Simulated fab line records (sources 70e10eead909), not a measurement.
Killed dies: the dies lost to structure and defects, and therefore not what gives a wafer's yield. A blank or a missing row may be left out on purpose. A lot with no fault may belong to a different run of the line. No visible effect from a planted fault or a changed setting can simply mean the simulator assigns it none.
A lot that was struck, set against a sound lot -- flow nand-harc -- 17 steps out of a route of 1302
Sound: wafers L790.3, L790.4, L790.6. The struck wafers were L792.1, L792.2, L792.5. At the end, the cause is stated.
Order at every step that has rows: each side's tool, ch and its chambers, its first start. Under that, the readings that differ: sound wafers -- struck wafers -- difference of the means -- sigmas: that difference in standard deviations of wafers without a fault.
alike: readings whose means differ by less than 2 such deviations, and words and numbers that are the same on both sides. not compared: withheld readings, readings that some wafer has no value for, bounds like >300 that may hide the same value, and numbers for which the record gives no deviation and whose values overlap.
A row with sigmas, a row that says differs or no value, or rows on one side alone: a step with any of these is where the two part. When numbers do not overlap yet have no deviation, they are printed without sigmas and do not part them. A reading that every wafer of one side lacks parts them only if that side has two wafers or more.

NHARC_P_ZERO_WELL_CD_MEAS_24 targets a cd of 720 nm.
  sound on cd-sem-01 ch 0, day 1 22:35; struck on cd-sem-03 ch 0, day 2 18:36
  alike: cd-nm
then, 1 step without rows for these wafers: NHARC_P_ZERO_WELL_HARDBAKE_25 (time 80 s).
NHARC_P_ZERO_WELL_DESCUM_26: chemistry O2, time 3 s.
  sound on rie-diel-12 ch 0,3, day 1 22:45; struck on rie-diel-09 ch 2,3, day 2 18:46
  alike: drypump-motor-current-A, oes-product-au, rf-vpp-V, showerhead-plenum-p-Torr, throttle-valve-pct
  not compared: rf-hours-counter-h
then, 9 steps without rows for these wafers: NHARC_P_ZERO_WELL_IMPLANT_27; NHARC_P_ZERO_WELL_IMPLANT_57; NHARC_P_ZERO_WELL_IMPLANT_58; NHARC_P_ZERO_WELL_STRIP_28 (strips in SPM, time 840 s); NHARC_P_ZERO_WELL_DEHYDRATE_29 (time 120 s); NHARC_P_ZERO_WELL_HMDS_30 (time 30 s); NHARC_P_ZERO_WELL_COAT_31; NHARC_P_ZERO_WELL_SOFTBAKE_32 (time 95 s); NHARC_P_ZERO_WELL_EBR_33.
NHARC_P_ZERO_WELL_EXPOSE_34: exposes mask P PWELL, target cd 720 nm.
  sound on krf-scanner-01 ch 0, day 1 23:57; struck on krf-scanner-01 ch 0, day 2 19:58
reading,sound,struck,difference,sigmas
mask,P_PWELL#0 P_PWELL#0 P_PWELL#0,P_PWELL_R1#0 P_PWELL_R1#0 P_PWELL_R1#0,differs,
then, 2 steps without rows for these wafers: NHARC_P_ZERO_WELL_PEB_35 (peb time 85 s); NHARC_P_ZERO_WELL_DEVELOP_36 (time 70 s).
NHARC_P_ZERO_WELL_CD_MEAS_37 targets a cd of 720 nm.
  sound on cd-sem-02 ch 0, day 2 00:06; struck on cd-sem-03 ch 0, day 2 20:07
reading,sound,struck,difference,sigmas
cd-nm (nm),717.8 720.8 718.6,759.8 758.0 757.1,+39.2,+23
then, 1 step without rows for these wafers: NHARC_P_ZERO_WELL_HARDBAKE_38 (time 80 s).

WHERE THEY PART
At NHARC_P_ZERO_WELL_EXPOSE_34 first; at NHARC_P_ZERO_WELL_CD_MEAS_37 last (within this record only).

WHY: whatever the simulator had introduced
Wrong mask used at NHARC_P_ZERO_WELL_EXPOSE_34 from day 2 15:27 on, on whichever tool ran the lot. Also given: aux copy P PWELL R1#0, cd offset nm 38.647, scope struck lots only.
